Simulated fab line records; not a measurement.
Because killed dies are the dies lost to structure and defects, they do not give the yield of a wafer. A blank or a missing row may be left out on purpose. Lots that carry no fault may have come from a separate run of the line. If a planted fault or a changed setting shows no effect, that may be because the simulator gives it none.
Matching of chambers || flow n5Finfet || N5_BEOL_M13_ETCH_67 on rieDiel-04: 4 sister chambers
The step etches SiARC in CF4, target depth 143 nm, time 238.3 s. 22 wafers are shown with their chamber, then 11 later ones without.

## WAFERS WITH THEIR CHAMBER
{"wafer": "L074.2", "chamber": 3, "throttleValvePct (%)": 15.95, "drypumpMotorCurrentA (A)": 5.3, "oesProductAu (a.u.)": 0.61}
{"wafer": "L074.5", "chamber": 3, "throttleValvePct (%)": 15.96, "drypumpMotorCurrentA (A)": 5.3, "oesProductAu (a.u.)": 0.62}
{"wafer": "L074.6", "chamber": 0, "throttleValvePct (%)": 15.22, "drypumpMotorCurrentA (A)": 6.1, "oesProductAu (a.u.)": 0.70}
{"wafer": "L080.1", "chamber": 1, "throttleValvePct (%)": 15.68, "drypumpMotorCurrentA (A)": 6.3, "oesProductAu (a.u.)": 0.61}
{"wafer": "L080.3", "chamber": 3, "throttleValvePct (%)": 15.99, "drypumpMotorCurrentA (A)": 5.4, "oesProductAu (a.u.)": 0.60}
{"wafer": "L080.4", "chamber": 0, "throttleValvePct (%)": 15.25, "drypumpMotorCurrentA (A)": 6.1, "oesProductAu (a.u.)": 0.69}
{"wafer": "L079.2", "chamber": 0, "throttleValvePct (%)": 15.27, "drypumpMotorCurrentA (A)": 6.1, "oesProductAu (a.u.)": 0.69}
{"wafer": "L079.3", "chamber": 1, "throttleValvePct (%)": 15.68, "drypumpMotorCurrentA (A)": 6.3, "oesProductAu (a.u.)": 0.60}
{"wafer": "L079.4", "chamber": 0, "throttleValvePct (%)": 15.26, "drypumpMotorCurrentA (A)": 6.1, "oesProductAu (a.u.)": 0.69}
{"wafer": "L084.1", "chamber": 0, "throttleValvePct (%)": 15.27, "drypumpMotorCurrentA (A)": 6.1, "oesProductAu (a.u.)": 0.69}
{"wafer": "L084.3", "chamber": 1, "throttleValvePct (%)": 15.69, "drypumpMotorCurrentA (A)": 6.4, "oesProductAu (a.u.)": 0.60}
{"wafer": "L084.6", "chamber": 0, "throttleValvePct (%)": 15.25, "drypumpMotorCurrentA (A)": 6.1, "oesProductAu (a.u.)": 0.68}
{"wafer": "L083.1", "chamber": 0, "throttleValvePct (%)": 15.26, "drypumpMotorCurrentA (A)": 6.1, "oesProductAu (a.u.)": 0.68}
{"wafer": "L083.3", "chamber": 2, "throttleValvePct (%)": 15.48, "drypumpMotorCurrentA (A)": 6.4, "oesProductAu (a.u.)": 0.79}
{"wafer": "L083.4", "chamber": 1, "throttleValvePct (%)": 15.69, "drypumpMotorCurrentA (A)": 6.4, "oesProductAu (a.u.)": 0.60}
{"wafer": "L085.1", "chamber": 1, "throttleValvePct (%)": 15.70, "drypumpMotorCurrentA (A)": 6.3, "oesProductAu (a.u.)": 0.61}
{"wafer": "L085.3", "chamber": 0, "throttleValvePct (%)": 15.27, "drypumpMotorCurrentA (A)": 6.1, "oesProductAu (a.u.)": 0.68}
{"wafer": "L085.6", "chamber": 0, "throttleValvePct (%)": 15.28, "drypumpMotorCurrentA (A)": 6.1, "oesProductAu (a.u.)": 0.68}
{"wafer": "L090.2", "chamber": 1, "throttleValvePct (%)": 15.71, "drypumpMotorCurrentA (A)": 6.3, "oesProductAu (a.u.)": 0.60}
{"wafer": "L090.4", "chamber": 0, "throttleValvePct (%)": 15.28, "drypumpMotorCurrentA (A)": 6.1, "oesProductAu (a.u.)": 0.68}
{"wafer": "L090.6", "chamber": 1, "throttleValvePct (%)": 15.70, "drypumpMotorCurrentA (A)": 6.3, "oesProductAu (a.u.)": 0.60}
{"wafer": "L092.4", "chamber": 1, "throttleValvePct (%)": 15.72, "drypumpMotorCurrentA (A)": 6.3, "oesProductAu (a.u.)": 0.60}

SIGNATURES (averages over the wafers above)
{"reading": "throttleValvePct", "chamber 0": 15.2610, "chamber 1": 15.6962, "chamber 2": 15.4800, "chamber 3": 15.9667, "scatter within a chamber": 0.0169}
{"reading": "drypumpMotorCurrentA", "chamber 0": 6.100, "chamber 1": 6.325, "chamber 2": 6.400, "chamber 3": 5.333, "scatter within a chamber": 0.0347}
{"reading": "oesProductAu", "chamber 0": 0.6860, "chamber 1": 0.6025, "chamber 2": 0.7900, "chamber 3": 0.6100, "scatter within a chamber": 0.00662}
Rule: distance of a wafer from a chamber = root of the sum over the readings of ((wafer's reading minus chamber's mean) / reading's scatter) squared. The wafer belongs to the nearest chamber; if the next one is less than 2 further off, it can't be placed. The scatter: take each reading less its chamber's mean, square it, sum over the shown wafers, divide by the number of wafers less the number of chambers, and take the root.

## WAFERS WITH NO CHAMBER GIVEN
{"wafer": "L092.5", "throttleValvePct (%)": 15.29, "drypumpMotorCurrentA (A)": 6.1, "oesProductAu (a.u.)": 0.68}
{"wafer": "L092.6", "throttleValvePct (%)": 16.02, "drypumpMotorCurrentA (A)": 5.3, "oesProductAu (a.u.)": 0.60}
{"wafer": "L091.1", "throttleValvePct (%)": 15.31, "drypumpMotorCurrentA (A)": 6.1, "oesProductAu (a.u.)": 0.67}
{"wafer": "L091.5", "throttleValvePct (%)": 15.71, "drypumpMotorCurrentA (A)": 6.3, "oesProductAu (a.u.)": 0.60}
{"wafer": "L091.6", "throttleValvePct (%)": 15.51, "drypumpMotorCurrentA (A)": 6.4, "oesProductAu (a.u.)": 0.77}
{"wafer": "L093.2", "throttleValvePct (%)": 15.74, "drypumpMotorCurrentA (A)": 6.3, "oesProductAu (a.u.)": 0.59}
{"wafer": "L093.4", "throttleValvePct (%)": 16.03, "drypumpMotorCurrentA (A)": 5.3, "oesProductAu (a.u.)": 0.59}
{"wafer": "L093.5", "throttleValvePct (%)": 15.74, "drypumpMotorCurrentA (A)": 6.3, "oesProductAu (a.u.)": 0.60}
{"wafer": "L097.4", "throttleValvePct (%)": 15.51, "drypumpMotorCurrentA (A)": 6.3, "oesProductAu (a.u.)": 0.76}
{"wafer": "L097.5", "throttleValvePct (%)": 16.03, "drypumpMotorCurrentA (A)": 5.3, "oesProductAu (a.u.)": 0.59}
{"wafer": "L097.6", "throttleValvePct (%)": 15.32, "drypumpMotorCurrentA (A)": 6.1, "oesProductAu (a.u.)": 0.67}

## EACH ONE'S CHAMBER
{"wafer": "L092.5", "from the rows above": 0, "in truth": 0}
{"wafer": "L092.6", "from the rows above": 3, "in truth": 3}
{"wafer": "L091.1", "from the rows above": 0, "in truth": 0}
{"wafer": "L091.5", "from the rows above": 1, "in truth": 1}
{"wafer": "L091.6", "from the rows above": 2, "in truth": 2}
{"wafer": "L093.2", "from the rows above": 1, "in truth": 1}
{"wafer": "L093.4", "from the rows above": 3, "in truth": 3}
{"wafer": "L093.5", "from the rows above": 1, "in truth": 1}
{"wafer": "L097.4", "from the rows above": 2, "in truth": 2}
{"wafer": "L097.5", "from the rows above": 3, "in truth": 3}
{"wafer": "L097.6", "from the rows above": 0, "in truth": 0}
Placed correctly: 11 of 11. Number that these rows cannot place: 0. Placed wrongly: 0.
